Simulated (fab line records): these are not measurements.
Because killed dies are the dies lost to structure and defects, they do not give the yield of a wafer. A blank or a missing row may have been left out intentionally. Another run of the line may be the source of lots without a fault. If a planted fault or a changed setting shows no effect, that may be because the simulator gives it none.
Chamber matching ; flow n5Finfet ; rieDiel-05 running N5_BEOL_M12_ETCH_67: 4 sister chambers
The step etches SiARC in CF4, target depth 143 nm, time 238.3 s. 14 wafers are shown with their chamber, then 7 later ones without.

## WAFERS PAIRED WITH THEIR CHAMBERS
wafer;chamber;drypumpMotorCurrentA (A);showerheadPlenumPTorr (Torr);throttleValvePct (%)
L075.3;2;5.9;2.14;15.26
L075.4;3;5.3;2.12;15.51
L075.6;2;5.8;2.14;15.26
L074.1;2;5.8;2.13;15.27
L074.5;2;5.9;2.14;15.28
L074.6;3;5.3;2.11;15.53
L087.1;2;5.8;2.13;15.32
L087.2;0;6.4;2.27;15.74
L087.3;1;5.2;2.09;15.07
L090.1;1;5.1;2.08;15.10
L090.4;0;6.4;2.26;15.76
L090.5;1;5.2;2.08;15.11
L094.1;0;6.4;2.26;15.78
L094.4;3;5.3;2.10;15.04

SIGNATURES, as means of the wafers listed above
reading;chamber 0;chamber 1;chamber 2;chamber 3;scatter within a chamber
drypumpMotorCurrentA;6.400;5.167;5.840;5.300;0.0432
showerheadPlenumPTorr;2.2633;2.0833;2.1360;2.1100;0.00673
throttleValvePct;15.7600;15.0933;15.2780;15.3600;0.126
Rule: a wafer's distance from a chamber is the root of the sum, over the readings, of the square of ((its reading less the chamber's mean) divided by the reading's scatter). The wafer belongs to the nearest chamber; if the next one is less than 2 further off, it can't be placed. The scatter: take each reading less its chamber's mean, square it, sum over the shown wafers, divide by the number of wafers less the number of chambers, and take the root.

## WAFERS WITH NO CHAMBER GIVEN
wafer;drypumpMotorCurrentA (A);showerheadPlenumPTorr (Torr);throttleValvePct (%)
L094.6;6.4;2.26;15.78
L097.3;6.4;2.26;15.78
L097.4;5.1;2.08;15.12
L097.6;6.4;2.26;15.78
L096.3;6.4;2.26;15.78
L096.4;5.8;2.12;15.36
L096.5;5.1;2.08;15.12

## EACH ONE'S CHAMBER
wafer;from the rows above;in truth
L094.6;0;0
L097.3;0;0
L097.4;1;1
L097.6;0;0
L096.3;0;0
L096.4;2;2
L096.5;1;1
Correctly placed: 7 of 7. Not placeable from these rows: 0. 0 placed wrongly.
